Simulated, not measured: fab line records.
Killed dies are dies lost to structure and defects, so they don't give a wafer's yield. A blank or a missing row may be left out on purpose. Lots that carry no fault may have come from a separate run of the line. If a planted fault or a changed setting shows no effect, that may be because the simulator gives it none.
Which tool is to blame? / flow n5Finfet / 36 wafers sampled from 12 lots at 1 step of a route of 1938

## WHAT EACH GAUGE READ, for each wafer
N5_BEOL_M10_CD_MEAS_28 targets a cd of 70 nm.
lot=L075; measured=day 11 10:13; on=cdSem-02; cdNm (nm)=69.1 70.2 69.2
lot=L077; measured=day 11 17:26; on=cdSem-03; cdNm (nm)=68.2 68.3 68.1
lot=L080; measured=day 12 05:50; on=cdSem-02; cdNm (nm)=70.4 70.0 70.5
lot=L079; measured=day 13 03:22; on=cdSem-03; cdNm (nm)=67.4 67.2 68.3
lot=L083; measured=day 13 10:37; on=cdSem-02; cdNm (nm)=69.3 69.2 68.9
lot=L087; measured=day 13 23:10; on=cdSem-02; cdNm (nm)=70.4 70.2 70.1
lot=L085; measured=day 14 13:22; on=cdSem-02; cdNm (nm)=70.3 71.1 70.9
lot=L086; measured=day 14 22:03; on=cdSem-01; cdNm (nm)=70.0 69.6 70.4
lot=L092; measured=day 15 21:32; on=cdSem-02; cdNm (nm)=69.6 69.0 68.7
lot=L090; measured=day 15 21:37; on=cdSem-03; cdNm (nm)=69.8 70.4 71.0
lot=L094; measured=day 16 22:01; on=cdSem-03; cdNm (nm)=70.6 71.4 72.2
lot=L097; measured=day 17 15:13; on=cdSem-02; cdNm (nm)=70.5 70.5 70.5

## EACH LOT AND THE TOOL THAT RAN IT (in order: tool; ch and the chambers of the sampled wafers; start)
Before these readings, the record contains no process step.

## THE ANSWER, worked out from the rows above alone
Rule: the usual values come from the lots themselves. Put in order of their means at a reading, lots are off if they are a third of the lots or fewer, leave a main group of 4 or more, and stand apart from it by a gap of 3 or more times the standard deviation of the main group's means; of several such gaps the widest counts. A main group whose means are all the same, to the digits that the tables above print for the reading, isn't used. Also off: a lot with no number at a reading for which 4 or more lots have one. All remaining lots with rows at the step are treated as sound.
Across all readings shown, no lot is off: no conclusion can be drawn from this.

## WHAT THE SIMULATOR PUT IN
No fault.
